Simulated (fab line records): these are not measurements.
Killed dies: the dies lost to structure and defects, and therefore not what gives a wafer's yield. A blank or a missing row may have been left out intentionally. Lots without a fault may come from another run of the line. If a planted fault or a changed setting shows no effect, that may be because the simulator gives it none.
Chamber matching + flow nand_harc + NHARC_A_STAIRCASE_DEP_471 on pecvd-03 has 3 sister chambers
The step deposits SiO2, target thk 100 nm. 6 wafers are shown with their chamber, then 10 later ones without.

== EACH WAFER AND ITS CHAMBER ==
| wafer  | chamber | heater_power_w (W) | throttle_valve_pct (%) |
|--------|---------|--------------------|------------------------|
| L090.6 | 1       | 661                | 15.5                   |
| L093.1 | 2       | 391                | 15.7                   |
| L093.4 | 0       | 596                | 15.0                   |
| L093.5 | 1       | 639                | 15.4                   |
| L094.1 | 2       | 450                | 15.5                   |
| L094.3 | 0       | 618                | 15.0                   |

== WAFERS WITH NO CHAMBER GIVEN ==
| wafer  | heater_power_w (W) | throttle_valve_pct (%) |
|--------|--------------------|------------------------|
| L094.5 | 572                | 15.4                   |
| L095.2 | 383                | 15.6                   |
| L095.4 | 400                | 15.8                   |
| L095.5 | 578                | 15.1                   |
| L096.1 | 520                | 15.2                   |
| L096.4 | 598                | 15.4                   |
| L096.5 | 409                | 15.7                   |
| L097.2 | 499                | 15.5                   |
| L097.3 | 564                | 15.3                   |
| L097.6 | 483                | 15.9                   |

== THE CHAMBER EACH PASSED THROUGH ==
| wafer  | from the rows above          | in truth |
|--------|------------------------------|----------|
| L094.5 | can't be placed: 1 or 0      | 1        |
| L095.2 | 2                            | 2        |
| L095.4 | 2                            | 2        |
| L095.5 | 0                            | 0        |
| L096.1 | can't be placed: 0 or 1 or 2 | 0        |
| L096.4 | 1                            | 1        |
| L096.5 | 2                            | 2        |
| L097.2 | 2                            | 2        |
| L097.3 | can't be placed: 1 or 0      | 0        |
| L097.6 | 2                            | 2        |
Placed correctly: 7 of 10. Can't be placed from these rows: 3 (the true chamber is among the candidates in 3). Number placed wrongly: 0.
How it was worked out, from the rows above alone: a wafer's distance from a chamber is the root of the sum, over the readings, of the square of ((its reading less the chamber's mean) divided by the reading's scatter). The wafer belongs to the nearest chamber; if the next one is less than 2 further off, it can't be placed. Each chamber's mean is taken over the wafers shown for it. How the scatter is found: for the shown wafers, subtract from each reading the mean of its chamber, square and add these, divide the total by (wafers less chambers), then take the root.
